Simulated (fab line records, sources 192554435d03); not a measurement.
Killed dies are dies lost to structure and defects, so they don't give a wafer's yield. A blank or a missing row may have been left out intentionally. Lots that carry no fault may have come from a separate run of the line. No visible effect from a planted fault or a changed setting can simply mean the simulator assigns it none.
Chamber matching ; flow n5Finfet ; N5_BEOL_M1_ILD_DEP_00 on pecvd-01: 3 sister chambers
The step deposits SiOC from DEMS/O2, target thk 79 nm, time 15.3 s. 14 wafers are shown with their chamber, then 7 later ones without.

## WAFERS PAIRED WITH THEIR CHAMBERS
wafer;chamber;throttleValvePct (%);showerheadPlenumPTorr (Torr);heaterPowerW (W)
L076.2;0;12.0;5.688;401
L076.3;1;13.5;5.712;569
L076.4;2;11.2;5.729;536
L077.1;0;11.8;5.684;409
L077.2;1;13.9;5.704;571
L077.4;0;11.7;5.695;412
L079.1;1;13.6;5.723;569
L079.3;0;12.0;5.686;481
L079.6;1;13.7;5.714;566
L081.2;1;13.7;5.696;540
L081.3;2;11.4;5.729;530
L081.5;1;13.5;5.709;543
L085.2;1;13.7;5.704;596
L085.5;2;11.3;5.725;503

SIGNATURES, as means of the wafers listed above
reading;chamber 0;chamber 1;chamber 2;scatter within a chamber
throttleValvePct;11.875;13.657;11.300;0.136
showerheadPlenumPTorr;5.68825;5.70886;5.72767;0.00693
heaterPowerW;425.75;564.86;523.00;25
Rule: for a wafer and a chamber, the distance is found by dividing, reading by reading, the gap between the wafer's reading and the chamber's mean by the reading's scatter, squaring, summing and taking the root. The wafer belongs to the nearest chamber; if the next one is less than 2 further off, it can't be placed. How the scatter is found: for the shown wafers, subtract from each reading the mean of its chamber, square and add these, divide the total by (wafers less chambers), then take the root.

## WAFERS WHOSE CHAMBER IS MISSING
wafer;throttleValvePct (%);showerheadPlenumPTorr (Torr);heaterPowerW (W)
L085.6;11.8;5.674;421
L095.2;13.6;5.724;501
L095.3;11.3;5.724;491
L095.4;12.0;5.679;451
L096.2;11.8;5.695;485
L096.4;11.7;5.684;488
L096.6;13.7;5.710;512

## WHICH CHAMBER EACH WENT THROUGH
wafer;from the rows above;in truth
L085.6;0;0
L095.2;1;1
L095.3;2;2
L095.4;0;0
L096.2;0;0
L096.4;0;0
L096.6;1;1
7 of 7 placed correctly. Can't be placed from these rows: 0. Number placed wrongly: 0.
